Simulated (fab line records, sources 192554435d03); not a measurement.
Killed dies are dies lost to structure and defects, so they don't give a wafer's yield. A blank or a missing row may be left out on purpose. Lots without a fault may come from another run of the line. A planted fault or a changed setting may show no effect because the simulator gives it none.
Which tool did it? | flow n5_finfet | 10 lots, 29 wafers sampled, at 5 steps of a route of 1938

WHAT THE GAUGES READ, wafer by wafer
N5_BEOL_M4_RC_MEAS_101. Usual: DIBL_N 36.4 mV/V, standard deviation 1.4; DIBL_P 36.4 mV/V, standard deviation 1.5; IOFF_N 0.156 nA/um, standard deviation 0.022; IOFF_P 0.210 nA/um, standard deviation 0.023; ION_N 675 uA/um, standard deviation 9.1; ION_P 463 uA/um, standard deviation 5.7; SS_N 71.6 mV/dec, standard deviation 0.45; SS_P 73.3 mV/dec, standard deviation 0.56; VT_N 250 mV, standard deviation 3.1; VT_P -250.3 mV, standard deviation 2.3.
lot  | measured     | on        | DIBL_N (mV/V)  | DIBL_P (mV/V)  | IOFF_N (nA/um)    | IOFF_P (nA/um)    | ION_N (uA/um) | ION_P (uA/um) | SS_N (mV/dec)  | SS_P (mV/dec)  | VT_N (mV)   | VT_P (mV)            | flag
L511 | day 9 06:28  | prober-01 | 35.5 38.7 37.8 | 32.1 36.9 35.6 | 0.117 0.175 0.158 | 0.181 0.263 0.238 | 667 674 680   | 459 463 465   | 71.3 72.3 72.1 | 73.0 73.6 74.2 | 259 249 251 | -252.0 -247.5 -249.4 |
L512 | day 9 10:19  | prober-01 | 36.4 34.4 35.7 | 38.4 36.0 37.3 | 0.172 0.147 0.159 | 0.220 0.183 0.201 | 680 676 680   | 464 466 463   | 71.4 71.8 71.4 | 73.1 73.3 73.2 | 248 251 252 | -247.6 -254.1 -251.3 |
L514 | day 9 12:20  | prober-01 | 36.2 36.3 35.1 | 35.6 34.6 34.0 | 0.170 0.162 0.144 | 0.205 0.180 0.169 | 681 673 677   | 461 455 454   | 72.0 71.7 71.5 | 73.3 73.7 73.6 | 244 249 250 | -249.8 -252.2 -253.3 |
L518 | day 10 18:31 | prober-02 | 37.4 37.6 37.8 | 37.3 37.7 37.5 | 0.160 0.155 0.163 | 0.195 0.200 0.206 | 667 667 670   | 455 455 464   | 71.1 71.7 71.4 | 73.6 73.8 73.9 | 248 253 249 | -254.0 -252.8 -251.3 |
L524 | day 12 11:01 | prober-01 | 39.9 36.8      | 36.8 32.7      | 0.185 0.114       | 0.245 0.179       | 683 657       | 464 461       | 70.8 70.9      | 73.8 72.2      | 248 254     | -249.2 -251.9        |
L527 | day 13 01:37 | prober-01 | 37.7 37.9 38.8 | 38.4 38.2 40.0 | 0.171 0.176 0.190 | 0.213 0.225 0.240 | 681 681 691   | 467 465 463   | 71.7 72.3 71.6 | 73.4 73.7 73.7 | 250 249 249 | -251.3 -249.6 -248.2 |
L529 | day 13 18:05 | prober-02 | 39.0 37.2 37.0 | 37.6 35.8 35.3 | 0.191 0.156 0.150 | 0.251 0.227 0.210 | 683 678 674   | 470 469 462   | 72.0 71.0 71.3 | 73.5 73.2 73.4 | 250 251 253 | -247.7 -247.3 -249.9 |
L530 | day 13 23:07 | prober-02 | 34.7 34.6 33.9 | 36.0 35.4 34.7 | 0.134 0.130 0.116 | 0.192 0.187 0.168 | 678 661 665   | 465 459 456   | 71.1 71.7 71.0 | 72.3 72.1 72.4 | 252 251 254 | -251.0 -251.1 -252.2 |
L532 | day 14 05:38 | prober-01 | 37.2 38.5 36.9 | 37.8 37.8 36.5 | 0.178 0.199 0.160 | 0.224 0.230 0.202 | 680 683 681   | 465 464 466   | 71.8 72.1 71.9 | 73.4 73.7 73.5 | 246 247 248 | -249.6 -250.2 -252.1 |
L533 | day 14 15:42 | prober-02 | 37.2 36.8 35.9 | 38.6 37.0 35.9 | 0.187 0.166 0.152 | 0.259 0.228 0.212 | 685 671 675   | 477 465 467   | 72.3 72.1 71.6 | 73.5 74.1 73.8 | 246 248 249 | -249.3 -249.0 -250.1 |

WHICH TOOL RAN EACH LOT (tool, then ch and the chambers of the sampled wafers, then the start)
lot  | N5_BEOL_M0_HM_OPEN_105            | N5_BEOL_M0_STRIP_140               | N5_BEOL_M0_ALD_136                  | N5_BEOL_M0_ANNEAL_117
L511 | rie_metal-03 ch 1, day 5 16:55    | rie_diel-02 ch 1,2, day 5 17:06    | ald_metal-04 ch 2,3, day 5 19:45    | pvd_sputter-02, day 5 20:22
L512 | rie_metal-03 ch 0,1, day 6 05:10  | rie_diel-03 ch 0,2, day 6 05:29    | ald_metal-01 ch 1,2, day 6 09:28    | pvd_sputter-02, day 6 10:13
L514 | rie_metal-02 ch 0, day 6 21:02    | rie_diel-03 ch 1,2,3, day 6 21:31  | ald_metal-01 ch 0,1, day 6 23:01    | pvd_sputter-03, day 7 00:48
L518 | rie_metal-02 ch 0,1, day 7 16:16  | rie_diel-03 ch 1,2,3, day 7 16:26  | ald_metal-01 ch 0,1, day 7 17:29    | pvd_sputter-03, day 7 17:59
L524 | rie_metal-03 ch 0,1, day 9 04:56  | rie_diel-05 ch 1,3, day 9 05:16    | ald_metal-01 ch 1,3, day 9 06:14    | pvd_sputter-01, day 9 06:46
L527 | rie_metal-03 ch 1, day 9 19:50    | rie_diel-05 ch 0,2,3, day 9 20:13  | ald_metal-01 ch 1,3, day 9 21:46    | pvd_sputter-01, day 9 22:36
L529 | rie_metal-03 ch 0,1, day 10 08:29 | rie_diel-05 ch 1,2, day 10 08:51   | ald_metal-02 ch 1,2,3, day 10 10:05 | pvd_sputter-01, day 10 12:15
L530 | rie_metal-03 ch 0,1, day 10 13:15 | rie_diel-05 ch 0,1,3, day 10 13:37 | ald_metal-02 ch 0,3, day 10 14:46   | pvd_sputter-03, day 10 15:23
L532 | rie_metal-03 ch 0,1, day 11 04:26 | rie_diel-05 ch 0,3, day 11 04:36   | ald_metal-02 ch 0,1,2, day 11 05:43 | pvd_sputter-02, day 11 08:13
L533 | rie_metal-01 ch 0,1, day 11 12:58 | rie_diel-03 ch 0,1,3, day 11 13:16 | ald_metal-02 ch 1,2,3, day 11 16:43 | pvd_sputter-01, day 11 17:16
- N5_BEOL_M0_HM_OPEN_105: chemistry Cl2/BCl3, target TiN, target depth 12 nm.
- N5_BEOL_M0_STRIP_140: strips in CF4.
- N5_BEOL_M0_ALD_136: deposits TaN, pulse time 2 s, purge time 3 s, co reactant purge time 2 s.
- N5_BEOL_M0_ANNEAL_117: time 60 s.

WHAT THE TOOLS THEMSELVES READ (means of the sampled wafers that have a number; where no wafer has one, the mark that the record gives instead)
N5_BEOL_M0_HM_OPEN_105. Usual: drypump_motor_current_A 5.4 A, standard deviation 0.34; oes_ar_750_au 0.76 a.u., standard deviation 0.13; oes_product_au 0.77 a.u., standard deviation 0.13; throttle_valve_pct 21.93 %, standard deviation 0.2.
lot  | tool         | drypump_motor_current_A (A) | oes_ar_750_au (a.u.) | oes_product_au (a.u.) | throttle_valve_pct (%) | flag
L511 | rie_metal-03 | 5.2                         | 0.91                 | 0.92                  | 21.65                  |
L512 | rie_metal-03 | 5.2                         | 0.80                 | 0.81                  | 21.83                  |
L514 | rie_metal-02 | 5.3                         | 0.66                 | 0.65                  | 21.77                  |
L518 | rie_metal-02 | 5.6                         | 0.64                 | 0.64                  | 21.90                  |
L524 | rie_metal-03 | 5.2                         | 0.92                 | 0.93                  | 21.84                  |
L527 | rie_metal-03 | 5.2                         | 0.86                 | 0.86                  | 21.68                  |
L529 | rie_metal-03 | 5.3                         | 0.89                 | 0.89                  | 21.80                  |
L530 | rie_metal-03 | 5.3                         | 0.91                 | 0.93                  | 21.88                  |
L532 | rie_metal-03 | 5.3                         | 0.87                 | 0.88                  | 21.79                  |
L533 | rie_metal-01 | 5.8                         | 0.67                 | 0.67                  | 22.10                  |

N5_BEOL_M0_STRIP_140. Usual: drypump_motor_current_A 5.9 A, standard deviation 0.52; oes_product_au 0.78 a.u., standard deviation 0.076; rf_vpp_V 272.1 V, standard deviation 1.7; showerhead_plenum_p_Torr 1.84 Torr, standard deviation 0.055; throttle_valve_pct 13.58 %, standard deviation 0.19.
lot  | tool        | drypump_motor_current_A (A) | oes_product_au (a.u.) | rf_vpp_V (V) | showerhead_plenum_p_Torr (Torr) | throttle_valve_pct (%) | flag
L511 | rie_diel-02 | 5.7                         | 0.77                  | 270.0        | 1.72                            | 13.73                  |
L512 | rie_diel-03 | 6.0                         | 0.85                  | 273.7        | 1.89                            | 13.61                  |
L514 | rie_diel-03 | 6.2                         | 0.80                  | 272.2        | 1.86                            | 13.48                  |
L518 | rie_diel-03 | 6.2                         | 0.79                  | 273.2        | 1.85                            | 13.50                  |
L524 | rie_diel-05 | 5.7                         | 0.78                  | 270.6        | 1.79                            | 13.57                  |
L527 | rie_diel-05 | 6.0                         | 0.71                  | 272.6        | 1.85                            | 13.72                  |
L529 | rie_diel-05 | 5.2                         | 0.79                  | 270.7        | 1.77                            | 13.42                  |
L530 | rie_diel-05 | 5.7                         | 0.75                  | 271.7        | 1.82                            | 13.64                  |
L532 | rie_diel-05 | 6.1                         | 0.71                  | 272.9        | 1.86                            | 13.85                  |
L533 | rie_diel-03 | 6.4                         | 0.76                  | 272.3        | 1.82                            | 13.46                  |

N5_BEOL_M0_ALD_136. Usual: heater_power_w 423 W, standard deviation 78; precursor_vessel_carrier_sccm 999.8 sccm, standard deviation 2.9.
lot  | tool         | heater_power_w (W) | precursor_vessel_carrier_sccm (sccm) | flag
L511 | ald_metal-04 | 466                | 999.6                                |
L512 | ald_metal-01 | 411                | 997.3                                |
L514 | ald_metal-01 | 388                | 1001.7                               |
L518 | ald_metal-01 | 412                | 997.8                                |
L524 | ald_metal-01 | 358                | 1001.9                               |
L527 | ald_metal-01 | 348                | 1000.7                               |
L529 | ald_metal-02 | 446                | 1000.8                               |
L530 | ald_metal-02 | 345                | 1001.0                               |
L532 | ald_metal-02 | 472                | 1001.7                               |
L533 | ald_metal-02 | 454                | 1002.6                               |

N5_BEOL_M0_ANNEAL_117. Usual: heater_power_w 808 W, standard deviation 47.
lot  | tool           | heater_power_w (W) | flag
L511 | pvd_sputter-02 | 820                |
L512 | pvd_sputter-02 | 823                |
L514 | pvd_sputter-03 | 816                |
L518 | pvd_sputter-03 | 839                |
L524 | pvd_sputter-01 | 772                |
L527 | pvd_sputter-01 | 787                |
L529 | pvd_sputter-01 | 830                |
L530 | pvd_sputter-03 | 816                |
L532 | pvd_sputter-02 | 832                |
L533 | pvd_sputter-01 | 830                |

THE ANSWER, worked out from the rows above alone
Rule: a lot is off if the mean of its wafers that have a number lies more than 3 standard deviations from the usual mean. A lot without any number at a reading at which 4 lots or more have one is off too. The other lots that the step has rows for count as sound. The gauges are gone through in route order, then the tools' own readings, and for those a lot's mean is taken as printed above. The first step at which some lot is off is used, and at that step the reading that is off furthest; a lot without a number counts as furthest.
No lot is off at any reading shown: from this, nothing can be told.

WHAT THE SIMULATOR HAD PUT IN
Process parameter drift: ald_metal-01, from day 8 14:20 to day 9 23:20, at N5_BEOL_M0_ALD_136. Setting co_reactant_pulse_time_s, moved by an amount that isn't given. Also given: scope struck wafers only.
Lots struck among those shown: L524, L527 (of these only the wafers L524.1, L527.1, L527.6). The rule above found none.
